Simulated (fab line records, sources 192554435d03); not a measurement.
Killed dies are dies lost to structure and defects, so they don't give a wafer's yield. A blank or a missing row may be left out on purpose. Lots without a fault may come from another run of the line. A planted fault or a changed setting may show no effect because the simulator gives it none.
Split-lot experiment | flow n5_finfet | 7 lots, 21 wafers read, on a route of 1938 steps

THE SPLIT
At N5_BEOL_M11_EXPOSE_25 (exposes mask V10), the setting dose_mj was moved away from the recipe's 85.5 on 3 of the 21 wafers read, by -2.2% to +7.5%. The other wafers ran this setting at the recipe's value.

FROM THE SPLIT TO THE READING: what the file shows between them, 2 steps
- N5_BEOL_M11_PEB_26: peb time 60 s
- N5_BEOL_M11_DEVELOP_27: develop time 30 s

THE READING
cd_nm, in nm, at N5_BEOL_M11_CD_MEAS_28 (target cd 70 nm). Fault-free wafers of this fab line usually give 70.7 nm, standard deviation 1 nm.

wafer  | tool, chamber at the split | dose_mj as run | against the recipe | cd_nm, nm | against lot-mates on the recipe
L076.1 | arfi_scanner-01, 0         | 83.61          | -2.2%              | 67.1      | -2.7
L076.4 | arfi_scanner-01, 0         | 83.61          | -2.2%              | 67.5      | -2.3
L076.6 | arfi_scanner-01, 0         | 85.5           | recipe             | 69.8      | -
L081.1 | arfi_scanner-03, 0         | 85.5           | recipe             | 70.3      | -
L081.2 | arfi_scanner-03, 0         | 85.5           | recipe             | 70.7      | -
L081.3 | arfi_scanner-03, 0         | 85.5           | recipe             | 70.2      | -
L083.1 | arfi_scanner-01, 0         | 85.5           | recipe             | 71.4      | -
L083.4 | arfi_scanner-01, 0         | 85.5           | recipe             | 70.2      | -
L083.5 | arfi_scanner-01, 0         | 85.5           | recipe             | 71.5      | -
L088.1 | arfi_scanner-01, 0         | 85.5           | recipe             | 71.1      | -
L088.2 | arfi_scanner-01, 0         | 85.5           | recipe             | 71.5      | -
L088.3 | arfi_scanner-01, 0         | 85.5           | recipe             | 71.5      | -
L089.3 | arfi_scanner-02, 0         | 85.5           | recipe             | 70.9      | -
L089.4 | arfi_scanner-02, 0         | 85.5           | recipe             | 69.0      | -
L089.6 | arfi_scanner-02, 0         | 85.5           | recipe             | 71.9      | -
L096.1 | arfi_scanner-03, 0         | 85.5           | recipe             | 70.9      | -
L096.4 | arfi_scanner-03, 0         | 85.5           | recipe             | 71.3      | -
L096.6 | arfi_scanner-03, 0         | 85.5           | recipe             | 70.7      | -
L097.3 | arfi_scanner-01, 0         | 85.5           | recipe             | 69.9      | -
L097.4 | arfi_scanner-01, 0         | 85.5           | recipe             | 68.1      | -
L097.6 | arfi_scanner-01, 0         | 91.9           | +7.5%              | 76.8      | +7.8

THE FIT
A straight line over all 21 wafers: cd_nm changes by +0.934 nm for each +1% of dose_mj; r = +0.86; the points scatter about the line by 1 nm.
The same after taking each lot's own level away (the mean of its wafers on the recipe; 21 wafers): +1.06 nm for each +1%; r = +0.95; scatter 0.63 nm.
On that fit, the largest move of dose_mj shifts the reading by 7.9 nm.
The lots' own levels span 69.00 to 71.37 nm, that is 2.4 times the standard deviation above.
So the lot-to-lot level changes the slope: the two fits differ.
Check: with one of the wafers moved furthest among these (+7.5%) left out of the fit, the line predicts +8.47 nm for it against its lot-mates. It came out at +7.8 nm against them.

THE FILE'S OWN FIT
cd_nm changes by +1.05 nm for each +1% of dose_mj, r = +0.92.
